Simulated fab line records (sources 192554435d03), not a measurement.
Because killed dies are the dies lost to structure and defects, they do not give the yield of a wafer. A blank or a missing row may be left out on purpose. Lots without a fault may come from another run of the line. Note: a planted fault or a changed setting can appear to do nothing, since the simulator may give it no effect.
Matching of chambers    flow n5 finfet    N5_BEOL_M6_ETCH_65 on rie diel-06: 4 sister chambers
The step etches SiARC in CF4, target depth 15.6 nm, time 26 s. 4 wafers are shown with their chamber, then 10 later ones without.

## WAFERS, EACH WITH ITS CHAMBER
wafer   chamber  throttle valve pct (%)
L090.3  0        15.54
L090.6  2        15.22
L093.1  1        15.88
L093.3  3        15.78

## WAFERS WITHOUT THEIR CHAMBER
wafer   throttle valve pct (%)
L093.6  15.80
L094.2  15.89
L094.3  15.24
L094.5  15.56
L097.1  15.89
L097.2  15.56
L097.3  15.24
L096.3  15.60
L096.4  15.90
L096.5  15.82

## EACH ONE'S CHAMBER
wafer   from the rows above      in truth
L093.6  3                        3
L094.2  1                        1
L094.3  2                        2
L094.5  0                        0
L097.1  1                        1
L097.2  0                        0
L097.3  2                        2
L096.3  0                        0
L096.4  1                        1
L096.5  can't be placed: 3 or 1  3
Placed correctly: 9 of 10. Can't be placed from these rows: 1 (the true chamber is among the candidates in 1). 0 placed wrongly.
How it was worked out, from the rows above alone: a wafer's distance from a chamber is the root of the sum, over the readings, of the square of ((its reading less the chamber's mean) divided by the reading's scatter). The wafer belongs to the nearest chamber; if the next one is less than 2 further off, it can't be placed. Each chamber's mean is taken over the wafers shown for it. The scatter: with one shown wafer a chamber, the root of the mean of the squares of how far each hidden wafer lies from its nearest shown one.
